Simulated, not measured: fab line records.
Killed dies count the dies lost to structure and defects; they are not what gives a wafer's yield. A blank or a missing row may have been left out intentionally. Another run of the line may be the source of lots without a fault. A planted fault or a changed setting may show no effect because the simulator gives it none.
Matching of chambers | flow n5-finfet | rie-si-01 running N5_FIN_SAQP_MANDREL1_REMOVE_56: 4 sister chambers
The step chemistry HBr/Cl2/O2, target a-Si, stops on SiNx, bt time 10 s. 4 wafers are shown with their chamber, then 12 later ones without.

== EACH WAFER AND ITS CHAMBER ==
wafer  | chamber | drypump-motor-current-A (A)
L086.5 | 3       | 5.3
L087.5 | 0       | 6.0
L091.2 | 1       | 6.3
L091.5 | 2       | 5.4

== WAFERS WHOSE CHAMBER IS MISSING ==
wafer  | drypump-motor-current-A (A)
L093.1 | 5.3
L093.5 | 6.0
L093.6 | 6.3
L094.2 | 6.0
L094.4 | 5.3
L094.6 | 5.4
L096.2 | 6.3
L096.4 | 5.4
L096.6 | 6.3
L097.2 | 5.3
L097.3 | 5.9
L097.4 | 6.3

== WHICH CHAMBER EACH ONE RAN IN ==
wafer  | from the rows above | in truth
L093.1 | 3                   | 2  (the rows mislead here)
L093.5 | 0                   | 0
L093.6 | 1                   | 1
L094.2 | 0                   | 0
L094.4 | 3                   | 3
L094.6 | 2                   | 2
L096.2 | 1                   | 1
L096.4 | 2                   | 2
L096.6 | 1                   | 1
L097.2 | 3                   | 3
L097.3 | 0                   | 0
L097.4 | 1                   | 1
Correct placement for 11 of the 12. Can't be placed from these rows: 0. 1 placed wrongly.
How it was worked out, from the rows above alone: a wafer's distance from a chamber is the root of the sum, over the readings, of the square of ((its reading less the chamber's mean) divided by the reading's scatter). If the next closest chamber is less than 2 further off than the closest, the wafer can't be placed; otherwise it belongs to the closest. A chamber's mean is the mean of its shown wafers. The scatter: with one shown wafer a chamber, the root of the mean of the squares of how far each hidden wafer lies from its nearest shown one.
